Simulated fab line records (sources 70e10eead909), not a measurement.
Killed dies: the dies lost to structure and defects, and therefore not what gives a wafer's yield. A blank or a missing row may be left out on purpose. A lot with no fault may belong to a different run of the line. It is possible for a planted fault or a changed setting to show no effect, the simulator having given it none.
Which tool was responsible? ; flow nandHarc ; 16 wafers from 6 lots sampled at 5 of the route's 1302 steps

WHAT THE GAUGES READ, wafer by wafer
NHARC_END_SORT_01.
lot;measured;on;killedAtOther
L480;day 25 06:17;prober-01;0 1 0
L495;day 32 23:23;prober-01;1 0 1
L497;day 33 14:14;prober-02;1

WHICH TOOL RAN EACH LOT (tool, then ch and the chambers of the sampled wafers, then the start)
lot;NHARC_A_SLIT_ETCH_15;NHARC_A_SLIT_ETCH_26;NHARC_A_SLIT_ETCH_29;NHARC_A_WL_FILL_ETCHBACK_16
L480;rieDiel-02 ch 0,2,3, day 20 15:37 or earlier;harEtch-01 ch 0,1, day 20 15:37;rieDiel-02 ch 0,3, day 20 16:31;rieDiel-08 ch 0,1, day 21 13:06
L484;rieDiel-10 ch 0,3, day 22 10:06 or earlier;harEtch-01 ch 0,1, day 22 10:06;rieDiel-02 ch 0,1, day 22 10:59;rieDiel-07 ch 1,2,3, day 23 12:50
L485;rieDiel-12 ch 0,2,3, day 22 13:55 or earlier;harEtch-01 ch 0,1, day 22 13:55;rieDiel-02 ch 1,2,3, day 22 14:48;rieDiel-08 ch 1,2,3, day 23 12:46
L489;rieDiel-12 ch 0,1, day 24 17:22 or earlier;harEtch-01 ch 0,1, day 24 17:22;rieDiel-02 ch 0,2,3, day 24 18:14;rieDiel-07 ch 0,2, day 25 15:18
L495;rieDiel-10 ch 0,1,3, day 27 15:14 or earlier;harEtch-02 ch 0,1, day 27 15:14;rieDiel-10 ch 2,3, day 27 16:07;rieDiel-08 ch 1,2, day 28 13:01
L497;rieDiel-10 ch 1, day 28 12:26 or earlier;harEtch-02 ch 1, day 28 12:26;rieDiel-02 ch 3, day 28 13:20;rieDiel-08 ch 2, day 29 07:18
- NHARC_A_SLIT_ETCH_15: etches the open film in O2/COS, target depth 6200 nm, time 1612 s.
- NHARC_A_SLIT_ETCH_26: etches the open film in C4F8/O2/Ar, time 90 s, target depth 400 nm.
- NHARC_A_SLIT_ETCH_29: etches the open film in CF4/O2, target depth 100 nm, overetch 10 nm, time 55 s.
- NHARC_A_WL_FILL_ETCHBACK_16: etches the open film in C4F8/O2/Ar, target depth 120 nm, time 24 s.

THE ANSWER, worked out from the rows above alone
Rule: usual is defined by the lots themselves. The widest of any qualifying gaps counts: lots, ordered by their means at a reading, are off when they make up no more than a third of the lots, leave a main group of 4 or more, and stand apart from it by 3 or more times the standard deviation of that group's means. The tables above print the reading to a certain number of digits; a main group whose means all agree to those digits is not used. Also off: a lot with no number at a reading for which 4 or more lots have one. Where the step has rows for the other lots, those lots are counted as sound.
Across all readings shown, no lot is off: no conclusion can be drawn from this.

WHAT HAD BEEN PUT IN BY THE SIMULATOR
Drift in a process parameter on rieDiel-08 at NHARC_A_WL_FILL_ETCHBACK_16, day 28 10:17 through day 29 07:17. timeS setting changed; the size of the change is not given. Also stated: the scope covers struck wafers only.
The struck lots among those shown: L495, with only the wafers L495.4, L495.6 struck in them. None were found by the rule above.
